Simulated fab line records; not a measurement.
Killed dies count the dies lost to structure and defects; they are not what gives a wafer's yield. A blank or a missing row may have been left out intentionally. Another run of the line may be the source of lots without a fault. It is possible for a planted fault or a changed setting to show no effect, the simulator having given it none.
Chamber matching | flow nand harc | 4 sister chambers for NHARC_A_DECK1_JOINT_ETCHBACK_00 on rie si-06
The step etches the open film in HBr, target depth 30 nm, time 17.4 s. 14 wafers are shown with their chamber, then 7 later ones without.

## WAFERS, EACH WITH ITS CHAMBER
wafer  | chamber | oes product au (a.u.) | rf fwd power W (W) | throttle valve pct (%)
L081.1 | 3       | 0.984                 | 346.6              | 23.262
L081.2 | 0       | 0.985                 | 345.1              | 23.260
L081.5 | 1       | 1.018                 | 339.4              | 23.265
L086.3 | 1       | 1.019                 | 342.9              | 23.263
L086.5 | 3       | 0.986                 | 344.1              | 23.261
L086.6 | 2       | 0.999                 | 342.0              | 23.261
L088.4 | 3       | 0.995                 | 345.9              | 23.268
L088.5 | 0       | 0.977                 | 344.0              | 23.271
L088.6 | 3       | 0.993                 | 346.3              | 23.269
L090.3 | 0       | 1.001                 | 345.8              | 23.263
L090.5 | 3       | 0.997                 | 345.0              | 23.278
L090.6 | 2       | 1.003                 | 341.5              | 23.272
L092.1 | 0       | 0.975                 | 346.1              | 23.265
L092.3 | 2       | 0.998                 | 341.2              | 23.268

SIGNATURES (means of the wafers above)
reading            | chamber 0 | chamber 1 | chamber 2 | chamber 3 | scatter within a chamber
oes product au     | 0.98450   | 1.01850   | 1.00000   | 0.99100   | 0.00751
rf fwd power W     | 345.250   | 341.150   | 341.567   | 345.580   | 1.15
throttle valve pct | 23.26475  | 23.26400  | 23.26700  | 23.26760  | 0.0056
Rule: for a wafer and a chamber, the distance is found by dividing, reading by reading, the gap between the wafer's reading and the chamber's mean by the reading's scatter, squaring, summing and taking the root. The wafer belongs to the nearest chamber; if the next one is less than 2 further off, it can't be placed. The scatter is the square root of a quotient: the sum, over the shown wafers, of each reading's squared deviation from its chamber's mean, divided by wafers minus chambers.

## WAFERS WITHOUT THEIR CHAMBER
wafer  | oes product au (a.u.) | rf fwd power W (W) | throttle valve pct (%)
L092.4 | 0.993                 | 343.2              | 23.270
L093.1 | 1.021                 | 340.2              | 23.263
L093.2 | 1.011                 | 342.3              | 23.276
L093.6 | 1.013                 | 345.2              | 23.277
L095.1 | 1.017                 | 342.5              | 23.269
L095.2 | 1.018                 | 347.9              | 23.262
L095.5 | 1.015                 | 343.1              | 23.275

## THE CHAMBER EACH PASSED THROUGH
wafer  | from the rows above               | in truth
L092.4 | can't be placed: 2 or 3 or 0      | 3
L093.1 | 1                                 | 1
L093.2 | can't be placed: 2 or 1 or 3      | 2
L093.6 | can't be placed: 3 or 2 or 1 or 0 | 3
L095.1 | can't be placed: 1 or 2           | 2
L095.2 | can't be placed: 3 or 0 or 1 or 2 | 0
L095.5 | can't be placed: 1 or 2 or 3      | 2
Correct placement for 1 of the 7. From these rows, 6 cannot be placed; in 6 the true chamber is one of the candidates. 0 placed wrongly.
